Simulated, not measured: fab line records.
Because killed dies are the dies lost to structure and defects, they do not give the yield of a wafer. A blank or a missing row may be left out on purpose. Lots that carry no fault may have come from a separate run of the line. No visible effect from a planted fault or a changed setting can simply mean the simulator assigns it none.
fab line records    flow n5_finfet
record: lots: 9  wafers: 25  last_day: 18
route steps=1938 shown BEOL_M0_SAQP@656 BEOL_M4@1111 PASSIVATION@1936
lots that met no fault: from a run of the same line without faults
start_h: hours from the record's opening day to when the first of the lot's shown wafers began    wait_h: hours from the lot's prior step to this one    " as in the row above    L1.1+2: several wafers, shown together as one row    - no value present, or no start provided    * or withheld: withheld    < > ~ a bound
route shown NAME@n: names a module that has steps shown in the file, with the first one's number in the route    usual: mean/standard deviation taken from wafers without a fault    same: alike in all rows    chamber/n: place in a boat    sites: the reading at each site    _std_site: how widely they spread, as a standard deviation    _edge_site: the outer-site mean with the inner-site mean subtracted    radius_mm: for every site, how far away it sits from the centre of the wafer    mask NAME#n: copy n    behind: tool/chamber where the wafer was last shaped    hold: what put the lot on hold/how long, in hours/how the hold closed    device: whichever transistor did not switch (one of n, p or np)    end of line: tests run on the same wafers once the route is complete    for a step that has no rows: nothing shown but its recipe    killed: dies lost to structure and defects at the first sort, not the wafer's yield    map: the dies of a wafer, with x for killed, . for not killed, _ for no die there
set.NAME: the run value of the setting; set.NAME@STEP: its run value at that earlier step    model.NAME: the simulator's own value behind a step, which no gauge read
steps of the route over a sample of lots; a table a step, a row a wafer
services: when a tool's chamber went out of use (start_h, in hours from the record's first day, below 0 if earlier), for how many hours, and the reason
== steps ==
step: N5_BEOL_M0_SAQP_HM_OPEN_112
recipe: chemistry: CHF3/O2  target: SiO2  stop_on: a-Si  target_depth_a: 120  over_etch_frac: 1.25  mask_material: SOC  time_s: 13.5  pressure_mtorr: 30  source_w: 650  bias_w: 170  Ar_flow_sccm: 200  CHF3_flow_sccm: 50  O2_flow_sccm: 5  ion_energy_ev: 200  ends: end_point
usual: CHF3_flow_sccm: 50.04/0.15  drypump_motor_current_A: 5.4/0.43  oes_product_au: 0.54/0.064  rf_fwd_power_W: 644/3  rf_vpp_V: 528/13  showerhead_plenum_p_Torr: 2.39/0.084  throttle_valve_pct: 18.86/0.26
lot.wafer  tool         chamber  start_h  wait_h  CHF3_flow_sccm  drypump_motor_current_A  oes_product_au  rf_fwd_power_W  rf_hours_counter_h  rf_vpp_V  showerhead_plenum_p_Torr  throttle_valve_pct
L138.1     rie_diel-03  3        113.52   0.0     49.93           6.2                      0.56            643             28                  524       2.39                      18.98
L138.5     "            2        "        "       50.00           5.0                      0.55            641             -                   516       2.45                      18.91
L138.6     "            1        "        "       50.09           5.6                      0.48            649             -                   531       2.38                      18.97
L139.2     rie_diel-01  1        119.52   0.0     50.01           5.1                      0.50            643             135                 530       2.34                      19.25
L139.5     "            3        "        "       50.08           5.6                      0.45            645             -                   512       2.49                      18.90
L139.6     "            1        "        "       49.89           5.1                      0.51            641             -                   527       2.34                      19.27
L140.4     rie_diel-01  2        131.58   0.0     49.86           5.4                      0.65            645             -                   552       2.35                      18.44
L140.5     "            1        "        "       50.27           5.1                      0.50            646             -                   529       2.34                      19.27
L140.6     "            0        "        "       49.96           5.3                      0.44            647             -                   535       2.24                      19.04
L145.2     rie_diel-03  2        146.31   0.0     50.30           5.1                      0.55            641             95                  515       2.45                      18.92
L145.3     "            0        "        "       49.94           5.0                      0.62            648             14                  513       2.56                      18.60
L145.5     "            1        "        "       50.11           5.6                      0.48            644             -                   531       2.38                      18.97
L151.1     rie_diel-01  1        191.82   0.0     50.21           5.1                      0.49            643             163                 527       2.33                      19.31
L151.2     "            3        "        "       50.11           5.6                      0.62            646             13                  512       2.48                      18.52
L151.4     "            0        "        "       49.89           5.3                      0.64            647             2                   545       2.53                      18.58
L155.2     rie_diel-04  1        209.41   0.0     50.03           5.6                      0.50            649             145                 533       2.40                      18.83
L155.3     "            3        "        "       49.99           6.4                      0.48            635             153                 515       2.40                      19.01
L155.4     "            2        "        "       49.75           4.8                      0.47            642             216                 507       2.26                      18.68
L156.2     rie_diel-03  1        219.66   0.0     49.71           5.6                      0.47            646             209                 532       2.37                      19.00
L156.4     "            3        "        "       50.07           6.2                      0.54            645             59                  524       2.38                      19.05
L156.6     "            3        "        "       50.00           6.2                      0.54            646             -                   525       2.38                      19.02
L157.5     rie_diel-01  3        224.65   0.0     50.09           5.6                      0.59            649             -                   512       2.48                      18.52
L157.6     "            2        "        "       50.30           5.5                      0.60            650             -                   552       2.33                      18.50
L159.1     rie_diel-01  2        236.12   0.0     49.96           5.4                      0.58            646             42                  553       2.33                      18.51
L159.4     "            1        "        "       49.93           5.1                      0.48            644             -                   528       2.32                      19.32
step: N5_BEOL_M0_SAQP_ETCH_101
recipe: chemistry: CH3F/O2  target: SiNx  mask_material: SiO2  target_depth_a: 299  time_s: 42.7  pressure_mtorr: 30  source_w: 395  bias_w: 73  Ar_flow_sccm: 150  CH3F_flow_sccm: 30  O2_flow_sccm: 20  ion_energy_ev: 120
usual: drypump_motor_current_A: 5.5/0.48  oes_product_au: 0.83/0.093  rf_fwd_power_W: 392.6/1.5  rf_vpp_V: 299/7.3  showerhead_plenum_p_Torr: 1.99/0.069  throttle_valve_pct: 16.36/0.24
lot.wafer  tool         chamber  start_h  wait_h  drypump_motor_current_A  oes_product_au  rf_fwd_power_W  rf_hours_counter_h  rf_vpp_V  showerhead_plenum_p_Torr  throttle_valve_pct
L138.1     rie_diel-03  1        115.23   0.0     5.6                      0.75            391.8           178                 304       1.98                      16.53
L138.5     "            0        "        "       5.0                      1.01            392.4           -                   291       2.13                      16.06
L138.6     "            3        "        "       6.2                      0.86            391.8           -                   298       1.98                      16.43
L139.2     rie_diel-03  0        120.93   0.0     5.0                      0.99            395.1           5                   291       2.13                      16.07
L139.5     "            1        "        "       5.6                      0.74            392.3           -                   302       1.98                      16.54
L139.6     "            2        "        "       5.0                      0.83            390.2           -                   294       2.03                      16.37
L140.4     rie_diel-01  2        133.13   0.1     5.4                      0.98            391.4           -                   313       1.94                      15.96
L140.5     "            0        "        "       5.4                      0.68            393.0           -                   306       1.86                      16.63
L140.6     "            1        "        "       5.1                      0.76            391.2           -                   299       1.94                      16.78
L145.2     rie_diel-03  0        147.72   0.0     5.0                      1.33            393.4           14                  293       2.13                      16.13
L145.3     "            1        "        "       5.6                      1.03            392.1           189                 301       1.98                      16.59
L145.5     "            3        "        "       6.2                      0.83            395.2           -                   298       1.97                      16.45
L151.1     rie_diel-01  2        193.40   0.0     5.4                      0.92            393.2           27                  313       1.94                      16.01
L151.2     "            3        "        "       5.6                      0.94            392.0           14                  290       2.06                      15.99
L151.4     "            0        "        "       5.4                      0.97            393.0           3                   309       2.11                      16.15
L155.2     rie_diel-03  2        210.82   0.0     5.1                      0.82            388.4           112                 293       2.02                      16.42
L155.3     "            3        "        "       6.2                      0.83            394.3           57                  297       1.97                      16.48
L155.4     "            0        "        "       5.0                      0.93            393.6           32                  292       2.12                      16.14
L156.2     rie_diel-01  3        221.10   0.0     5.6                      0.92            393.6           22                  291       2.06                      16.02
L156.4     "            2        "        "       5.4                      0.90            393.0           35                  312       1.94                      16.02
L156.6     "            3        "        "       5.6                      0.92            392.0           -                   290       2.06                      16.01
L157.5     rie_diel-03  1        226.29   0.1     5.6                      0.72            393.3           -                   302       1.97                      16.59
L157.6     "            2        "        "       5.1                      0.81            392.3           -                   292       2.02                      16.42
L159.1     rie_diel-04  1        238.69   0.2     5.7                      0.77            392.6           154                 304       1.99                      16.41
L159.4     "            0        "        "       5.3                      0.90            391.8           32                  302       2.04                      16.40
step: N5_BEOL_M0_SAQP_ETCH_107
recipe: chemistry: CH3F/O2  target: SiNx  target_depth_a: 300  mask_material: SOC  pressure_mtorr: 30  source_w: 395  bias_w: 73  Ar_flow_sccm: 150  CH3F_flow_sccm: 30  O2_flow_sccm: 20  ion_energy_ev: 120
usual: drypump_motor_current_A: 5.5/0.49  oes_product_au: 0.81/0.097  rf_fwd_power_W: 389.9/1.9  rf_vpp_V: 298/7.1  showerhead_plenum_p_Torr: 1.98/0.072  throttle_valve_pct: 16.39/0.24
lot.wafer  tool         chamber  start_h  wait_h  drypump_motor_current_A  oes_product_au  rf_fwd_power_W  rf_hours_counter_h  rf_vpp_V  showerhead_plenum_p_Torr  throttle_valve_pct
L138.1     rie_diel-01  1        115.96   0.0     5.1                      0.76            390.4           134                 298       1.94                      16.76
L138.5     "            3        "        "       5.6                      0.69            392.1           -                   292       2.07                      16.42
L138.6     "            1        "        "       5.1                      0.76            390.4           -                   299       1.94                      16.77
L139.2     rie_diel-01  1        121.66   0.0     5.1                      0.76            388.1           136                 301       1.94                      16.76
L139.5     "            3        "        "       5.6                      0.69            390.5           -                   291       2.07                      16.43
L139.6     "            0        "        "       5.3                      0.68            393.3           -                   306       1.86                      16.61
L140.4     rie_diel-01  2        133.84   0.0     5.5                      0.97            392.2           -                   314       1.94                      15.96
L140.5     "            0        "        "       5.4                      0.67            392.2           -                   304       1.86                      16.63
L140.6     "            1        "        "       5.1                      0.75            389.7           -                   300       1.94                      16.77
L145.2     rie_diel-03  1        148.53   0.0     5.6                      0.73            389.0           189                 302       1.98                      16.53
L145.3     "            2        "        "       5.1                      0.83            387.7           96                  294       2.03                      16.39
L145.5     "            0        "        "       5.0                      0.96            390.9           -                   292       2.13                      16.09
L151.1     rie_diel-04  3        194.40   0.0     6.4                      0.75            388.3           149                 294       2.00                      16.56
L151.2     "            1        "        "       5.7                      0.79            390.1           141                 306       2.00                      16.40
L151.4     "            0        "        "       5.3                      0.92            387.9           20                  304       2.04                      16.36
L155.2     rie_diel-04  1        211.65   0.0     5.7                      0.79            389.6           146                 303       1.99                      16.40
L155.3     "            3        "        "       6.4                      0.75            387.3           154                 293       2.00                      16.56
L155.4     "            0        "        "       5.3                      0.91            390.3           25                  304       2.04                      16.38
L156.2     rie_diel-04  2        221.83   0.0     4.7                      0.69            389.3           220                 287       1.87                      16.25
L156.4     "            0        "        "       5.3                      0.91            391.7           27                  302       2.04                      16.39
L156.6     "            2        "        "       4.7                      0.68            389.0           -                   288       1.87                      16.26
L157.5     rie_diel-01  3        226.99   0.0     5.6                      0.91            391.5           -                   290       2.06                      16.01
L157.6     "            2        "        "       5.5                      0.90            391.9           -                   311       1.94                      16.02
L159.1     rie_diel-04  3        239.45   0.0     6.4                      0.73            389.6           162                 293       1.99                      16.57
L159.4     "            0        "        "       5.3                      0.90            390.0           33                  302       2.04                      16.39
step: N5_BEOL_M0_SAQP_STRIP_108
recipe: chemistry: N2/H2  power_w: 500  temp_c: 40  pressure_mtorr: 50  rf_frequency_hz: 6e+07  overash_fraction: 0.3  bias_power_w: 28  h2_frac: 0.5  n2_flow_sccm: 300  h2_flow_sccm: 300
usual: drypump_motor_current_A: 5.5/0.5  oes_product_au: 0.81/0.094  rf_fwd_power_W: 490.5/2.6  rf_vpp_V: 121.7/1  showerhead_plenum_p_Torr: 3.33/0.1  temp_c: 40.00/0.1  throttle_valve_pct: 18.9/0.43
lot.wafer  tool         chamber  start_h  wait_h  drypump_motor_current_A  oes_product_au  rf_fwd_power_W  rf_hours_counter_h  rf_vpp_V  showerhead_plenum_p_Torr  temp_c  throttle_valve_pct
L138.1     rie_diel-01  1        116.00   0.0     5.1                      0.76            489.6           134                 122.3     3.22                      40.06   19.3
L138.5     "            3        "        "       5.6                      0.68            491.9           -                   121.6     3.41                      39.92   18.7
L138.6     "            1        "        "       5.1                      0.76            489.2           -                   119.8     3.22                      39.97   19.4
L139.2     rie_diel-01  1        121.70   0.0     5.1                      0.76            487.4           136                 121.2     3.22                      40.19   19.3
L139.5     "            3        "        "       5.6                      0.67            491.7           -                   122.6     3.40                      40.13   18.7
L139.6     "            0        "        "       5.3                      0.69            493.5           -                   120.4     3.17                      40.02   19.0
L140.4     rie_diel-01  2        133.88   0.0     5.5                      0.97            491.6           -                   121.8     3.28                      40.14   18.7
L140.5     "            0        "        "       5.3                      0.69            491.0           -                   120.9     3.16                      39.89   19.0
L140.6     "            1        "        "       5.1                      0.76            490.7           -                   120.5     3.21                      40.00   19.4
L145.2     rie_diel-03  1        148.57   0.0     5.6                      0.73            493.7           189                 120.8     3.34                      40.13   19.4
L145.3     "            2        "        "       5.1                      0.82            487.4           96                  123.2     3.40                      39.93   18.7
L145.5     "            0        "        "       5.0                      0.95            494.3           -                   122.9     3.53                      39.96   18.0
L151.1     rie_diel-04  3        194.44   0.0     6.4                      0.75            486.8           149                 122.7     3.38                      39.91   19.6
L151.2     "            1        "        "       5.6                      0.80            489.4           141                 123.1     3.34                      39.93   18.8
L151.4     "            0        "        "       5.3                      0.91            490.9           20                  122.4     3.42                      40.17   19.0
L155.2     rie_diel-04  1        211.69   0.0     5.7                      0.79            490.0           146                 122.0     3.34                      39.99   18.8
L155.3     "            3        "        "       6.4                      0.75            485.4           154                 122.1     3.38                      39.76   19.6
L155.4     "            0        "        "       5.3                      0.90            490.5           25                  123.3     3.42                      39.81   18.9
L156.2     rie_diel-04  2        221.87   0.0     4.7                      0.70            489.1           220                 121.9     3.22                      39.98   19.3
L156.4     "            0        "        "       5.3                      0.90            490.9           27                  121.3     3.42                      39.96   19.0
L156.6     "            2        "        "       4.8                      0.70            489.1           -                   121.8     3.22                      39.88   19.3
L157.5     rie_diel-01  3        227.03   0.0     5.6                      0.92            487.0           -                   122.3     3.39                      40.02   18.4
L157.6     "            2        "        "       5.5                      0.90            495.5           -                   120.4     3.26                      40.06   18.8
L159.1     rie_diel-04  3        239.49   0.0     6.4                      0.74            487.5           162                 121.7     3.37                      39.84   19.6
L159.4     "            0        "        "       5.3                      0.89            490.9           33                  122.0     3.42                      39.89   19.0
step: N5_BEOL_M4_RC_MEAS_101
usual: DIBL_N: 36.5/2.2  DIBL_P: 36.9/2.9  IOFF_N: 0.17/0.044  IOFF_P: 0.22/0.052  ION_N: 671/16  ION_P: 461/10  SS_N: 71.6/0.73  SS_P: 73.5/0.79  VT_N: 250/4.1  VT_P: -250/4.1
lot.wafer  tool       chamber  start_h  wait_h  DIBL_N[mV/V]  DIBL_P[mV/V]  IOFF_N[nA/um]  IOFF_P[nA/um]  ION_N[uA/um]  ION_P[uA/um]  SS_N[mV/dec]  SS_P[mV/dec]  VT_N[mV]  VT_P[mV]
L138.1     prober-01  0        178.63   0.0     34.2          34.7          0.12           0.16           667           455           70.9          72.1          253       -255
L138.5     "          0        "        "       35.1          37.1          0.13           0.19           674           463           71.0          72.9          252       -254
L138.6     "          0        "        "       32.4          30.0          0.09           0.10           647           440           70.4          71.1          260       -262
L139.2     prober-02  0        196.53   0.2     35.9          36.2          0.15           0.21           666           459           70.7          73.0          249       -249
L139.5     "          0        "        "       36.7          36.3          0.15           0.20           656           453           71.3          73.7          250       -252
L139.6     "          0        "        "       35.2          36.0          0.14           0.21           664           461           71.9          73.2          253       -248
L140.4     prober-01  0        203.46   0.5     34.2          34.5          0.11           0.18           655           451           71.1          72.1          258       -254
L140.5     "          0        "        "       37.0          38.1          0.16           0.22           655           448           72.2          73.3          250       -252
L140.6     "          0        "        "       35.7          37.1          0.13           0.21           668           463           71.2          72.9          252       -251
L145.2     prober-01  0        219.46   0.2     37.2          36.5          0.16           0.25           671           462           71.9          73.6          252       -246
L145.3     "          0        "        "       33.1          31.3          0.11           0.18           648           447           71.2          73.2          255       -248
L145.5     "          0        "        "       36.8          36.6          0.16           0.24           660           462           71.2          73.8          250       -247
L151.1     prober-02  0        265.89   0.2     35.8          35.7          0.16           0.19           689           471           71.6          73.1          247       -249
L151.2     "          0        "        "       38.2          39.1          0.18           0.24           670           456           71.8          73.7          248       -249
L151.4     "          0        "        "       36.5          37.2          0.17           0.22           680           466           71.3          73.1          249       -251
L155.2     prober-02  0        290.77   0.2     34.6          35.2          0.13           0.19           662           461           71.6          72.9          252       -250
L155.3     "          0        "        "       38.4          41.1          0.23           0.30           700           477           71.5          74.3          240       -246
L155.4     "          0        "        "       37.3          39.9          0.18           0.30           656           459           71.9          74.1          248       -244
L156.2     prober-01  0        297.22   0.2     32.5          32.7          0.11           0.14           658           455           69.8          71.9          252       -255
L156.4     "          0        "        "       40.5          41.8          0.22           0.26           677           461           72.3          75.3          247       -249
L156.6     "          0        "        "       35.3          35.7          0.14           0.18           657           453           70.3          73.5          251       -253
L157.5     prober-02  0        297.47   0.6     34.6          34.3          0.13           0.16           652           445           71.5          72.7          253       -253
L157.6     "          0        "        "       36.5          37.3          0.18           0.20           669           453           71.7          73.7          245       -250
L159.1     prober-02  0        318.22   0.0     38.1          37.4          0.16           0.24           648           447           71.6          74.0          252       -250
L159.4     "          0        "        "       36.0          34.1          0.12           0.16           654           448           71.5          72.8          256       -254
step: N5_PASSIVATION_PROBE_49
usual: defect_limited_yield: 91.3/1.4  killed_at_M0_to_M3: 36/10  killed_at_M4_up: 13/5.4  killed_at_contacts: 12/5.3  killed_at_front_end: 39/10  killed_at_other: 3.2/2.7  killed_dies: 103/16  killed_open: 68/13  killed_short: 33/6.6  sort_bin_5_function: 5.1/0.92  sort_bin_6_memory: 3.3/0.68  sort_bin_8_speed: 0.1/0.41  sort_n_pass: 1077/17  sort_yield_pct: 91.2/1.4
same: gross_dies: 1180  killed_at_back_side: 0  sort_bin_4_leakage[%]: 0
lot.wafer  tool       chamber  start_h  wait_h  defect_limited_yield[%]  killed_at_M0_to_M3  killed_at_M4_up  killed_at_contacts  killed_at_front_end  killed_at_other  killed_dies  killed_open  killed_short  sort_bin_5_function[%]  sort_bin_6_memory[%]  sort_bin_8_speed[%]  sort_n_pass  sort_yield_pct[%]
L155.2     prober-01  -        402.41   0.1     94.0                     19                  13               9                   29                   1                71           54           16            4.2                     1.6                   0                    1109         94.0
L155.3     prober-01  -        402.46   0.1     90.6                     32                  2                23                  50                   4                111          74           37            6.0                     3.1                   0                    1069         90.6
L155.4     prober-01  -        402.51   0.2     92.5                     23                  12               22                  29                   2                88           64           24            4.5                     2.7                   0                    1092         92.5
killed by level:class
L155.2 STI_FIN_REVEAL:geometric_particle:open=11 BEOL_M4:geometric_particle:open=8 MOL_CONTACT_COAG:geometric_particle:open=6 ILD0:geometric_particle:open=4 BEOL_M0_SAQP:geometric_particle:short=4 BEOL_M0:geometric_particle:open=4 BEOL_M2:geometric_particle:open=4 MOL_CONTACT_COAG:geometric_particle:short=3
L155.3 MOL_CONTACT_COAG:geometric_particle:open=17 FIN_SAQP:geometric_particle:short=10 STI_FIN_REVEAL:geometric_particle:open=10 BEOL_M1:geometric_particle:open=10 BEOL_M2:geometric_particle:open=10 FIN_SAQP:geometric_particle:open=8 GATE_CUT:geometric_particle:short=7 MOL_CONTACT_COAG:geometric_particle:short=6
L155.4 MOL_CONTACT_COAG:geometric_particle:open=16 BEOL_M2:geometric_particle:open=8 MOL_CONTACT_COAG:geometric_particle:short=6 BEOL_M4:geometric_particle:open=6 FIN_SAQP:geometric_particle:open=5 STI_FIN_REVEAL:geometric_particle:open=5 DUMMY_GATE:geometric_particle:open=5 BEOL_M3:geometric_particle:open=4
== services ==
tool         chamber  start_h  hours  kind
rie_diel-03  0        92.95    -      clean
rie_diel-03  0        92.95    -      consumable_replace:focus_ring
rie_diel-03  0        92.95    -      consumable_replace:showerhead
rie_diel-03  0        92.95    12.8   scheduled_down
rie_diel-03  0        92.95    12.8   vent_cycle
rie_diel-04  2        96.27    15.7   repair
rie_diel-01  2        99.32    -      clean
rie_diel-01  2        99.32    -      consumable_replace:focus_ring
rie_diel-01  2        99.32    21.5   scheduled_down
rie_diel-01  2        99.32    21.5   vent_cycle
rie_diel-01  3        128.89   -      clean
rie_diel-01  3        128.89   -      consumable_replace:focus_ring
rie_diel-01  3        128.89   24.4   scheduled_down
rie_diel-01  3        128.89   24.4   vent_cycle
rie_diel-04  -        136.35   1.1    repair
rie_diel-04  0        152.81   8.1    repair
rie_diel-01  0        153.30   -      clean
rie_diel-01  0        153.30   -      consumable_replace:focus_ring
rie_diel-01  0        153.30   -      consumable_replace:showerhead
rie_diel-01  0        153.30   29.5   scheduled_down
rie_diel-01  0        153.30   29.5   vent_cycle
rie_diel-04  -        167.56   0.5    repair
rie_diel-01  0        223.37   15.1   repair
rie_diel-01  3        232.64   22.4   repair
== key ==
first_sign: step: N5_BEOL_M0_SAQP_ETCH_101  reading: oes_product_au  direction: up  sigmas: 3.8  usual: 0.83  struck: 1.18
effect none on later readings
met_at N5_BEOL_M0_SAQP_ETCH_101
struck_lots L145
struck_wafers L145.2,L145.3
not_acting_at N5_BEOL_M0_SAQP_HM_OPEN_112,N5_BEOL_M0_SAQP_ETCH_107,N5_BEOL_M0_SAQP_STRIP_108
onset_between 120.93 147.72
fault: kind: process_parameter_drift  tool: rie_diel-03  chamber: -  onset_h: 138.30  steps: N5_BEOL_M0_SAQP_ETCH_101  channel: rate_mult  offset: 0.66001  shape: step  end_h: 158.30  scope: struck_wafers_only
